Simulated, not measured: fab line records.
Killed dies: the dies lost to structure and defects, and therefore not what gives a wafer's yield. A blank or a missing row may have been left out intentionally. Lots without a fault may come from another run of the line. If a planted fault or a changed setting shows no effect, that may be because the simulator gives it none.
A lot that was struck, set against a sound lot / flow n5-finfet / 41 steps out of a route of 1938
Sound: wafers L782.1, L782.2, L782.5. Struck: wafer L785.5. (L785.1, L785.2 of the same lot were not struck and are left out.) The cause comes at the end.
For every step that has rows: the tool of each side, followed by ch and its chambers, followed by its first start. Under that, the readings that differ: sound wafers / struck wafers / difference of the means / sigmas: that difference in standard deviations of wafers without a fault.
alike: readings with means less than 2 such deviations apart, plus words and numbers identical on both sides. not compared: withheld readings, readings lacking a value on some wafer, bounds such as >300 that could conceal the same value, and numbers that have no deviation in the record and whose values overlap.
The two part at a step that has a row with sigmas, a row that says differs or no value, or rows on one side only. Non-overlapping numbers with no deviation appear without sigmas and do not part them. A reading that every wafer of one side lacks parts them only if that side has two wafers or more.

first, 1 step without rows for these wafers: N5_BEOL_M8_STRIP_80 (strips in N2/H2, time 10 s).
N5_BEOL_M8_OCD_MEAS_38:
  sound: ocd-01 at day 10 04:15; struck: ocd-02 at day 10 15:30
  alike: trench-depth-nm
then, 4 steps without rows for these wafers: N5_BEOL_M8_HM_STRIP_39 (strips TiN in peroxide tin strip, target depth 25 nm, time 158 s); N5_BEOL_M8_SRD_40 (time 30 s); N5_BEOL_M8_PRECLEAN_42 (cleans in residue remover, time 60 s); N5_BEOL_M8_SRD_43 (time 30 s).
N5_BEOL_M8_CD_MEAS_35: target cd 40 nm.
  sound: cd-sem-01 at day 10 04:24; struck: cd-sem-03 at day 10 15:40
  alike: cd-nm
then, 1 step without rows for these wafers: N5_BEOL_M8_CURE_75 (cures SiCOH lowk, time 120 s).
N5_BEOL_M8_DEGAS_44: time 60 s.
  sound: pvd-sputter-02 at day 10 05:22; struck: pvd-sputter-02 at day 10 17:43
  alike: heater-power-w
N5_BEOL_M8_PRE_CLEAN_45: time 30 s.
  sound: pvd-sputter-02 at day 10 05:24; struck: pvd-sputter-02 at day 10 17:45
  alike: heater-power-w
N5_BEOL_M8_ALD_77: deposits TaN, target thk 2 nm, pulse time 2 s, purge time 3 s.
  sound on ald-metal-03 ch 0,2,3, day 10 05:28; struck on ald-metal-04 ch 2, day 10 17:49
  alike: chamber-pressure-Torr, heater-power-w, precursor-vessel-temp-c
then, 1 step without rows for these wafers: N5_BEOL_M8_SURFACE_TREAT_79.
N5_BEOL_M8_CVD_78: deposits Co from CCTBA/H2, target thk 2 nm, time 142.3 s.
  sound on cvd-co-01 ch 0,2, day 10 05:50; struck on cvd-co-01 ch 0, day 10 18:14
  alike: chamber-pressure-Torr
then, 4 steps without rows for these wafers: N5_BEOL_M8_SPUTTER_48 (material Cu, target thk 10 nm, time 1.667 s); N5_BEOL_M8_ECD_50 (material Cu, target thk 300 nm); N5_BEOL_M8_ANNEAL_51 (time 90 s); N5_BEOL_M8_CMP_52 (polishes, stops on SiCOH lowk, t overpolish 6.9 s, target thk 80 nm).
N5_BEOL_M8_THK_MEAS_53: measures by xrf.
  sound: film-metro-01 at day 10 07:02; struck: film-metro-01 at day 10 19:14
  alike: M8_THK
then, 2 steps without rows for these wafers: N5_BEOL_M8_PRE_CLEAN_55 (time 15 s); N5_BEOL_M8_DEP_56 (deposits SiCN from 3MS/NH3, target thk 10 nm, time 17.5 s).
N5_BEOL_M8_RS_MEAS_57: a four-point-probe measurement.
  sound: film-metro-02 at day 10 07:10; struck: film-metro-01 at day 10 19:22
  alike: M8_RS
then, 1 step without rows for these wafers: N5_BEOL_M9_ILD_DEP_00 (deposits SiCOH lowk from DEMS/porogen, target thk 308.51 nm, time 58 s).
N5_BEOL_M9_CURE_71: cures SiCOH lowk, time 240 s.
  sound on uv-cure-01 ch 0, day 10 07:18; struck on uv-cure-03 ch 2, day 10 19:30
reading=wafer_temp_C_max; sound=386.2 386.0 386.3; struck=388.2; difference=+2.0; sigmas=+3
  alike: lamp-power-pct
N5_BEOL_M9_THK_MEAS_01:
  sound: film-metro-01 at day 10 08:17; struck: film-metro-02 at day 10 20:01
  alike: M9_ILD_THK
then, 1 step without rows for these wafers: N5_BEOL_M9_PECVD_70 (deposits SiO2 from TEOS/O2, target thk 20 nm, time 22.7 s).
N5_BEOL_M9_HM_DEP_02: deposits TiN, target thk 20 nm.
  sound: pvd-sputter-03 at day 10 08:31; struck: pvd-sputter-03 at day 10 20:38
  alike: chamber-pressure-pa, throttle-valve-pct
then, 8 steps without rows for these wafers: N5_BEOL_M9_COAT_59 (time 60 s, resist thk 100 nm); N5_BEOL_M9_COAT_60 (time 60 s, resist thk 30 nm); N5_BEOL_M9_COAT_05 (resist thk 90 nm); N5_BEOL_M9_EBR_07; N5_BEOL_M9_SOFTBAKE_06 (time 60 s); N5_BEOL_M9_EXPOSE_08 (exposes mask M9); N5_BEOL_M9_PEB_09 (peb time 60 s); N5_BEOL_M9_DEVELOP_10 (develop time 30 s).
N5_BEOL_M9_CD_MEAS_11: target cd 64.1 nm.
  sound on cd-sem-02 ch 0, day 10 09:01; struck on cd-sem-03 ch 0, day 10 21:08
reading=cd-nm (nm); sound=62.2 63.3 63.0; struck=64.3; difference=+1.5; sigmas=+3
N5_BEOL_M9_OVL_MEAS_12:
  sound on overlay-02 ch 0, day 10 09:02; struck on overlay-02 ch 0, day 10 21:10
  alike: M9_OVL
then, 4 steps without rows for these wafers: N5_BEOL_M9_DESCUM_16 (chemistry O2, time 7.9 s); N5_BEOL_M9_ETCH_61 (etches SiARC in CF4, target depth 39 nm, time 65 s); N5_BEOL_M9_ETCH_62 (etches SOC in N2/H2, target depth 110 nm, overetch 22 nm, time 165 s); N5_BEOL_M9_STRIP_68 (strips in N2/H2).
-- a jump in the record: the struck wafers' starts before and after are 2 days apart (it breaks off in module BEOL_M9 and resumes in module PASSIVATION, where the first step shown is number 1936 of the route) --
N5_PASSIVATION_PROBE_49:
  only the struck wafers here have rows in the record (prober-01, day 13 06:50); the sound ones have none

== WHERE THEY PART ==
Earliest at N5_BEOL_M9_CURE_71; latest, in this record, at N5_PASSIVATION_PROBE_49.

WHY: the cause the simulator had injected
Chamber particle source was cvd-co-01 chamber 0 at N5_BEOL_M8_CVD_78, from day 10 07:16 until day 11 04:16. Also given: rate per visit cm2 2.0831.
